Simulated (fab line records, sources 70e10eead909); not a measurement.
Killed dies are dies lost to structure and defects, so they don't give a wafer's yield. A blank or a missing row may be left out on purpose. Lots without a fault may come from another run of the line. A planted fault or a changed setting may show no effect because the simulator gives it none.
fab line records | flow nand_harc | part 2 of 2: steps 4 to 6 of 6
record lots=20 wafers=60 last_day=27
route steps=1159 shown A_STAIRCASE@596
lots that met no fault: from a run of the same line without faults
start_h: hours from the record's first day to the start of the lot's first wafer shown | wait_h: hours since the lot's step before | " the same as in the row above | L1.1+2: a row that stands for several wafers | - no value, or no start given | * or withheld: withheld | < > ~ a bound
route shown NAME@n: a module of which the file shows steps, and the number in the route of the first | usual: mean/standard deviation of fault-free wafers | same: alike in all rows | chamber/n: place in a boat | sites: the reading at each site | _std_site: their standard deviation | _edge_site: outer sites' mean less inner sites' | radius_mm: how far each site lies from the wafer's centre | mask NAME#n: copy n | behind: the tool/chamber that last shaped the wafer | hold: why the lot was held/for how many hours/how that ended | device: the transistor (n, p or np) that didn't switch | end of line: the same wafers' tests at the end of the route | a step without rows: its recipe alone | killed: dies lost to structure and defects at the first sort, not the wafer's yield | map: a wafer's dies, x killed, . not, _ none there
set.NAME: the setting as run; set.NAME@STEP: as run at that earlier step | model.NAME: the simulator's own value behind a step, which no gauge read
steps of the route over a sample of lots; a table a step, a row a wafer
services: from which hour (start_h, from the record's first day; less than 0 if before it) a tool's chamber was out of use, for how many hours, and why
## steps
# step NHARC_A_STAIRCASE_DESCUM_291
# recipe time_s=3 o2_flow_sccm=200 ar_flow_sccm=0 bias_power_w=0 chemistry=O2
# usual drypump_motor_current_A=5.5/0.42 mfc_ar_sccm=0.007/0.01 oes_product_au=1.001/0.0091 rf_vpp_V=57.6/0.95 showerhead_plenum_p_Torr=1.91/0.094 throttle_valve_pct=11.311/0.0093
# same bias_power_w=0
# columns lot.wafer tool chamber start_h wait_h drypump_motor_current_A mfc_ar_sccm oes_product_au rf_hours_counter_h rf_vpp_V showerhead_plenum_p_Torr throttle_valve_pct
L074.1 rie_diel-09 0 240.77 - 4.8 0 1.002 61 56.4 1.82 11.309
L074.5 " 2 " " 5.3 0.003 0.982 - 58.4 1.93 11.300
L074.6 " 3 " " 5.3 0.029 0.991 - 58.2 1.93 11.307
L075.3 rie_diel-13 2 269.67 - 5.7 0 1.000 60 57.5 1.80 11.325
L075.2 " 0 " " 5.4 0 0.987 59 57.8 1.95 11.296
L075.6 " 3 " " 6.5 0 0.988 - 55.4 1.76 11.317
L077.1 rie_diel-09 3 270.29 - 5.3 0.029 1.011 2 57.6 1.93 11.311
L077.4 " 0 " " 4.8 0 0.992 2 57.0 1.81 11.313
L077.6 " 2 " " 5.3 0.003 0.986 - 58.3 1.93 11.291
L078.1 rie_diel-09 0 273.85 - 4.8 0 0.987 2 57.8 1.81 11.323
L078.4 " 2 " " 5.3 0.003 0.982 3 59.0 1.93 11.317
L078.5 " 1 " " 5.4 0.007 0.990 - 58.4 2.08 11.317
L079.4 rie_diel-09 0 277.11 - 4.8 0 0.997 3 56.5 1.81 11.305
L079.5 " 2 " " 5.3 0.003 0.988 - 57.9 1.93 11.311
L079.6 " 3 " " 5.2 0.029 1.002 - 59.0 1.93 11.316
L081.4 rie_diel-11 3 302.76 - 5.7 0 1.010 41 57.1 1.87 11.326
L081.3 " 0 " " 5.5 0 1.020 42 57.4 1.79 11.317
L081.2 " 2 " " 5.8 0.012 1.007 41 57.8 1.87 11.324
L082.2 rie_diel-09 1 303.59 - 5.4 0.007 0.995 10 57.7 2.07 11.313
L082.4 " 3 " " 5.2 0.029 1.003 17 55.7 1.92 11.332
L082.6 " 1 " " 5.4 0.007 0.986 - 60.7 2.07 11.305
L080.4 rie_diel-11 0 309.38 - 5.5 0 1.018 44 57.4 1.79 11.315
L080.1 " 1 " " 5.7 0 1.012 40 56.1 1.93 11.326
L080.2 " 3 " " 5.8 0 1.006 42 55.7 1.87 11.323
L084.1 rie_diel-11 0 311.54 - 5.5 0 1.017 44 57.7 1.79 11.316
L084.3 " 1 " " 5.7 0 1.006 41 58.4 1.93 11.304
L084.5 " 0 " " 5.5 0 1.004 - 57.8 1.79 11.305
L083.3 rie_diel-09 3 313.22 - 5.2 0.029 0.999 20 57.8 1.92 11.314
L083.5 " 2 " " 5.3 0.003 0.991 - 58.7 1.93 11.311
L083.6 " 3 " " 5.2 0.029 0.995 - 58.3 1.92 11.306
L088.2 rie_diel-11 2 325.91 - 5.7 0.012 1.009 49 56.9 1.87 11.313
L088.6 " 2 " " 5.8 0.012 1.013 - 56.4 1.87 11.308
L088.5 " 3 " " 5.7 0 1.001 - 57.6 1.86 11.315
L085.4 rie_diel-09 0 329.60 - 4.8 0 1.005 27 59.0 1.81 11.317
L085.5 " 0 " " 4.9 0 1.003 - 55.9 1.81 11.323
L085.6 " 1 " " 5.4 0.007 1.000 - 58.0 2.07 11.312
L087.4 rie_diel-13 2 341.56 - 5.7 0 1.011 19 56.8 1.79 11.314
L087.5 " 2 " " 5.7 0 0.998 - 57.7 1.79 11.303
L087.6 " 3 " " 6.5 0 0.995 - 57.5 2.07 11.309
L089.3 rie_diel-13 0 346.88 - 5.4 0 1.018 19 57.9 1.95 11.314
L089.2 " 2 " " 5.7 0 1.009 20 56.5 1.79 11.290
L089.6 " 3 " " 6.5 0 0.996 - 58.0 2.07 11.325
L090.2 rie_diel-09 0 348.54 - 4.9 0 0.988 31 55.7 1.81 11.312
L090.1 " 2 " " 5.3 0.003 0.997 27 58.0 1.92 11.313
L090.5 " 3 " " 5.2 0.029 1.006 - 57.5 1.92 11.295
L092.2 rie_diel-13 2 362.79 - 5.7 0 1.016 27 55.4 1.79 11.323
L092.5 " 2 " " 5.7 0 1.032 - 57.1 1.79 11.302
L092.6 " 3 " " 6.5 0 1.005 - 59.8 2.07 11.309
L094.1 rie_diel-13 2 372.23 - 5.7 0 1.010 32 57.4 1.79 11.318
L094.6 " 2 " " 5.7 0 1.006 - 57.4 1.79 11.300
L094.5 " 3 " " 6.6 0 1.003 - 57.6 2.07 11.289
L095.2 rie_diel-13 3 382.35 - 6.5 0 1.005 35 58.6 2.06 11.320
L095.1 " 1 " " 5.4 0.027 1.006 36 56.6 1.86 11.315
L095.6 " 2 " " 5.7 0 1.004 - 55.7 1.79 11.293
L096.2 rie_diel-09 0 382.70 - 4.8 0 1.005 39 56.4 1.80 11.313
L096.5 " 0 " " 4.8 0 1.008 - 56.3 1.80 11.328
L096.6 " 1 " " 5.4 0.007 0.994 - 58.2 2.06 11.311
L097.4 rie_diel-13 1 391.55 - 5.4 0.027 0.994 41 57.3 1.86 11.317
L097.3 " 3 " " 6.5 0 0.996 39 57.8 2.06 11.306
L097.6 " 0 " " 5.4 0 1.009 - 57.5 1.94 11.316
# step NHARC_A_STAIRCASE_HM_OPEN_460
# recipe o2_flow_sccm=400 cos_flow_sccm=20 ar_flow_sccm=0 rf_w=500 bias_w=300 chemistry=O2/COS
# usual drypump_motor_current_A=5.5/0.38 mfc_ar_sccm=0.007/0.011 oes_product_au=1.001/0.0085 rf_vpp_V=467/3.1 showerhead_plenum_p_Torr=3.11/0.14 throttle_valve_pct=28.332/0.0091
# columns lot.wafer tool chamber start_h wait_h drypump_motor_current_A mfc_ar_sccm oes_product_au rf_hours_counter_h rf_vpp_V showerhead_plenum_p_Torr throttle_valve_pct
L074.1 rie_diel-09 3 - - 5.3 0.029 0.992 61 468 3.15 28.335
L074.6 " 2 " " 5.3 0.003 0.998 - 468 3.15 28.323
L074.5 " 3 " " 5.2 0.029 1.008 - 469 3.15 28.336
L075.3 rie_diel-13 1 - - 5.3 0.027 0.992 60 466 3.05 28.338
L075.2 " 3 " " 6.5 0 0.988 61 464 2.89 28.329
L075.6 " 2 " " 5.7 0 0.994 - 465 2.95 28.329
L077.1 rie_diel-09 2 - - 5.3 0.003 0.995 2 469 3.15 28.321
L077.4 " 3 " " 5.2 0.029 1.001 2 469 3.15 28.322
L077.6 " 2 " " 5.3 0.003 0.984 - 467 3.15 28.329
L078.4 rie_diel-09 2 - - 5.3 0.003 0.998 3 467 3.15 28.327
L078.1 " 1 " " 5.4 0.007 1.021 2 472 3.37 28.318
L078.5 " 3 " " 5.3 0.029 1.012 - 469 3.15 28.322
L079.4 rie_diel-09 2 - - 5.3 0.003 0.998 4 467 3.15 28.325
L079.6 " 2 " " 5.3 0.003 0.995 - 469 3.15 28.315
L079.5 " 3 " " 5.3 0.029 1.004 - 467 3.14 28.334
L081.3 rie_diel-11 0 - - 5.5 0 1.015 42 463 2.94 28.329
L081.2 " 1 " " 5.7 0 1.015 39 468 3.15 28.351
L081.4 " 2 " " 5.7 0.012 1.005 41 466 3.06 28.345
L082.4 rie_diel-09 1 - - 5.4 0.007 0.992 10 472 3.37 28.330
L082.2 " 3 " " 5.2 0.029 1.001 17 468 3.14 28.323
L082.6 " 2 " " 5.3 0.003 0.996 - 467 3.15 28.340
L080.2 rie_diel-11 0 - - 5.5 0 1.000 44 464 2.94 28.351
L080.1 " 2 " " 5.8 0.012 1.002 42 466 3.06 28.326
L080.4 " 3 " " 5.7 0 1.006 42 466 3.05 28.336
L084.1 rie_diel-11 2 - - 5.8 0.012 1.008 43 466 3.06 28.328
L084.3 " 0 " " 5.5 0 1.009 44 463 2.94 28.314
L084.5 " 2 " " 5.8 0.012 1.012 - 466 3.06 28.316
L083.3 rie_diel-09 0 - - 4.8 0 0.993 18 464 2.96 28.336
L083.6 " 0 " " 4.9 0 1.002 - 466 2.96 28.314
L083.5 " 1 " " 5.4 0.007 0.997 - 473 3.37 28.332
L088.2 rie_diel-11 1 - - 5.7 0 1.008 46 468 3.15 28.315
L088.5 " 1 " " 5.7 0 1.005 - 468 3.15 28.331
L088.6 " 2 " " 5.8 0.012 1.001 - 465 3.05 28.343
L085.4 rie_diel-09 0 - - 4.8 0 1.001 27 464 2.96 28.347
L085.5 " 1 " " 5.4 0.007 0.996 - 473 3.36 28.338
L085.6 " 2 " " 5.3 0.003 1.002 - 468 3.14 28.327
L087.4 rie_diel-13 1 - - 5.4 0.027 0.991 19 466 3.04 28.343
L087.5 " 1 " " 5.4 0.027 0.990 - 465 3.04 28.334
L087.6 " 2 " " 5.7 0 1.003 - 464 2.94 28.327
L089.3 rie_diel-13 3 - - 6.5 0 0.990 19 472 3.36 28.345
L089.2 " 0 " " 5.4 0 1.001 20 467 3.17 28.329
L089.6 " 3 " " 6.5 0 1.005 - 472 3.36 28.344
L090.1 rie_diel-09 1 - - 5.4 0.007 0.990 24 473 3.36 28.339
L090.2 " 3 " " 5.2 0.029 0.987 32 468 3.13 28.326
L090.5 " 1 " " 5.4 0.007 0.980 - 473 3.36 28.326
L092.2 rie_diel-13 2 - - 5.7 0 1.016 27 464 2.93 28.341
L092.5 " 3 " " 6.5 0 1.002 - 472 3.36 28.354
L092.6 " 0 " " 5.4 0 1.003 - 468 3.17 28.328
L094.1 rie_diel-13 0 - - 5.4 0 1.005 32 470 3.16 28.331
L094.5 " 1 " " 5.3 0.027 1.001 - 464 3.04 28.342
L094.6 " 2 " " 5.7 0 1.007 - 463 2.93 28.343
L095.2 rie_diel-13 2 - - 5.7 0 1.002 36 463 2.93 28.324
L095.1 " 0 " " 5.5 0 0.999 35 467 3.16 28.347
L095.6 " 2 " " 5.7 0 1.014 - 463 2.93 28.323
L096.2 rie_diel-09 3 - - 5.3 0.029 1.005 44 466 3.12 28.338
L096.6 " 0 " " 4.8 0 1.006 - 464 2.95 28.318
L096.5 " 1 " " 5.4 0.007 0.995 - 472 3.35 28.336
L097.3 rie_diel-13 0 - - 5.4 0 1.013 38 467 3.16 28.331
L097.4 " 3 " " 6.5 0 1.001 39 474 3.35 28.329
L097.6 " 0 " " 5.5 0 1.001 - 468 3.16 28.330
# step NHARC_A_STAIRCASE_ETCH_294
# recipe target_depth_a=49920 time_s=1212.4 ion_energy_ev=800 c4f8_flow_sccm=80 o2_flow_sccm=60 ar_flow_sccm=withheld rf_w=600 bias_w=3000 chemistry=C4F8/O2/Ar
# usual oes_product_au=0.939/0.01 rf_vpp_V=1825/11
# columns lot.wafer tool chamber start_h wait_h oes_product_au rf_hours_counter_h rf_vpp_V
L074.1 rie_diel-09 3 - - 0.920 62 1828
L074.6 " 0 " " 0.932 - 1815
L074.5 " 1 " " 0.920 - 1808
L075.3 rie_diel-13 3 - - 0.952 62 1808
L075.2 " 0 " " 0.949 59 1832
L075.6 " 1 " " 0.934 - 1821
L077.4 rie_diel-09 2 - - 0.940 2 1830
L077.1 " 3 " " 0.951 2 1829
L077.6 " 3 " " 0.937 - 1829
L078.1 rie_diel-09 2 - - 0.932 3 1830
L078.4 " 0 " " 0.940 2 1813
L078.5 " 2 " " 0.928 - 1831
L079.4 rie_diel-09 3 - - 0.956 4 1828
L079.5 " 2 " " 0.935 - 1831
L079.6 " 3 " " 0.956 - 1829
L081.2 rie_diel-11 3 - - 0.935 41 1821
L081.3 " 0 " " 0.948 42 1812
L081.4 " 1 " " 0.943 39 1829
L082.2 rie_diel-09 2 - - 0.926 14 1830
L082.4 " 1 " " 0.929 10 1847
L082.6 " 3 " " 0.939 - 1827
L080.2 rie_diel-11 1 - - 0.934 40 1830
L080.1 " 2 " " 0.937 42 1821
L080.4 " 0 " " 0.952 44 1810
L084.1 rie_diel-11 3 - - 0.947 43 1822
L084.3 " 0 " " 0.957 44 1812
L084.5 " 0 " " 0.945 - 1812
L083.3 rie_diel-09 3 - - 0.934 20 1829
L083.5 " 3 " " 0.934 - 1827
L083.6 " 0 " " 0.922 - 1815
L088.2 rie_diel-11 1 - - 0.938 47 1828
L088.5 " 1 " " 0.945 - 1830
L088.6 " 2 " " 0.938 - 1823
L085.4 rie_diel-09 0 - - 0.953 27 1813
L085.6 " 1 " " 0.940 - 1847
L085.5 " 2 " " 0.937 - 1829
L087.4 rie_diel-13 1 - - 0.943 20 1821
L087.5 " 3 " " 0.945 - 1847
L087.6 " 0 " " 0.961 - 1832
L089.2 rie_diel-13 0 - - 0.923 20 1831
L089.3 " 1 " " 0.943 21 1820
L089.6 " 0 " " 0.932 - 1831
L090.1 rie_diel-09 0 - - 0.934 31 1811
L090.2 " 2 " " 0.947 27 1831
L090.5 " 1 " " 0.927 - 1847
L092.2 rie_diel-13 1 - - 0.937 28 1820
L092.6 " 1 " " 0.941 - 1820
L092.5 " 2 " " 0.936 - 1811
L094.1 rie_diel-13 3 - - 0.921 33 1845
L094.6 " 1 " " 0.916 - 1820
L094.5 " 2 " " 0.939 - 1811
L095.1 rie_diel-13 3 - - 0.932 36 1845
L095.2 " 0 " " 0.944 36 1831
L095.6 " 2 " " 0.931 - 1811
L096.2 rie_diel-09 3 - - 0.942 44 1826
L096.5 " 2 " " 0.942 - 1829
L096.6 " 3 " " 0.944 - 1826
L097.3 rie_diel-13 2 - - 0.963 41 1811
L097.4 " 0 " " 0.943 39 1828
L097.6 " 2 " " 0.958 - 1810
## services
# columns tool chamber start_h hours kind
rie_diel-09 0 208.78 - clean
rie_diel-09 1 208.78 - clean
rie_diel-09 2 208.78 - clean
rie_diel-09 3 208.78 - clean
rie_diel-13 2 225.68 4.4 repair
rie_diel-09 0 233.28 - clean
rie_diel-09 1 233.28 - clean
rie_diel-09 2 233.28 - clean
rie_diel-09 3 233.28 - clean
rie_diel-11 1 241.89 9.1 repair
rie_diel-09 - 254.15 9.0 pm
rie_diel-09 0 254.15 9.0 vent_cycle
rie_diel-09 1 254.15 9.0 vent_cycle
rie_diel-09 2 254.15 9.0 vent_cycle
rie_diel-09 3 254.15 9.0 vent_cycle
rie_diel-09 0 263.15 - clean
rie_diel-09 1 263.15 - clean
rie_diel-09 1 263.15 - consumable_replace:showerhead
rie_diel-09 2 263.15 - clean
rie_diel-09 3 263.15 - clean
rie_diel-13 - 276.20 9.0 pm
rie_diel-09 1 290.16 10.6 repair
rie_diel-09 - 350.67 2.0 repair
rie_diel-11 - 366.68 9.0 pm
